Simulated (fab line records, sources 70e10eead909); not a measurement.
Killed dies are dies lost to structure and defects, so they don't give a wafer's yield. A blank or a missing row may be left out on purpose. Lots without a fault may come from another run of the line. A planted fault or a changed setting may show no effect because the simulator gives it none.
Problem report in the 8D (eight disciplines) form, filled by code | flow nand_harc | the parts of the form that need people (team, actions taken, sign-off) are left out

1. THE PROBLEM
killed_at_array at NHARC_END_SORT_01 reads a mean of 670 on 2 wafers of 2 lots; wafers without a fault read 55 with a standard deviation of 19. That is +32 standard deviations from the usual mean.
First seen on wafer L925.4, day 29 12:52, on prober-02. The record holds 18 wafers of 6 lots with a number at this step. Rule for "out", or "out of limits": more than 4 standard deviations from the usual mean. The other wafers with a number count as sound.

2. WHAT IT IS AND WHAT IT IS NOT
question                    | is                                                 | is not
which readings at this step | killed_at_array, defect_limited_yield, killed_dies | killed_at_periphery, killed_open, killed_short
which lots                  | L925, L928                                         | L920, L930, L931, L934
which wafers of those lots  | L925.4, L928.1                                     | L925.3, L925.5, L928.3, L928.6
read on which gauges        | prober-02                                          | prober-01
when                        | from day 29 12:52                                  | up to then (4 sound wafers); but 12 sound wafers of L925, L928, L930, L931, L934 came after

3. SUSPECTS, AND WHAT RULES EACH OUT
Counting: a tool at a process step up to the reading stays a suspect if it ran every lot that is out. Sound lots after the first of them don't rule it out here, since some wafers of a struck lot are sound.
- the gauge at NHARC_END_SORT_01: kept. All the wafers that are out were read on prober-02, and no step on other tools shows them out.
- pvd_sputter-01 at NHARC_A_M0_PVD_21 (deposits Cu, target thk 30 nm, time 20.49 s): kept. It ran every lot that is out, first L925 (day 27 18:40).
- rie_metal-02 at NHARC_THIN_TSV_ETCH_36 (etches the open film in Cl2/BCl3, target depth 65 nm, time 18.571 s): kept. It ran every lot that is out, first L925 (day 28 23:28).
Left after counting: pvd_sputter-01 at NHARC_A_M0_PVD_21, rie_metal-02 at NHARC_THIN_TSV_ETCH_36, prober-02 at NHARC_END_SORT_01.

4. THE CAUSE (what the simulator had put in)
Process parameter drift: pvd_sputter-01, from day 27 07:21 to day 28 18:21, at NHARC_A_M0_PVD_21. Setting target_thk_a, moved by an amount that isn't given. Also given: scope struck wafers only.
Counting left 3 suspects, and this tool is among them.

5. THE CHAIN OF EFFECTS, in route order
Each row: a reading whose mean over the struck wafers that have a number lies more than 3 standard deviations from the usual. Only readings for which the record gives a usual standard deviation are gone through. hours: the time from each lot's start at the first step in this table that gives one to its start at this step, as a median over the lots. sigmas: the change in usual standard deviations.
hours | step              | reading              | usual  | on struck wafers | change | sigmas
0     | NHARC_END_SORT_01 | defect_limited_yield | 91.1 % | 0.0              | -91.1  | -31
0     | NHARC_END_SORT_01 | killed_at_array      | 55     | 670              | +615   | +32
0     | NHARC_END_SORT_01 | killed_dies          | 60     | 677              | +617   | +31

6. WHAT WOULD HAVE CAUGHT IT SOONER
In this record the first reading out of limits at a measuring or inspecting step was taken at day 29 12:52, 54 hours after the fault began at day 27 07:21.
Of the tool readings at NHARC_A_M0_PVD_21 for which the record gives a usual standard deviation, none was out on any struck wafer, so an alarm limit of 4 standard deviations on them would not have fired.
All the lots that are out (2) had begun NHARC_A_M0_PVD_21 on pvd_sputter-01 by day 29 12:52. A hold on the tool at that time would have spared none of them.
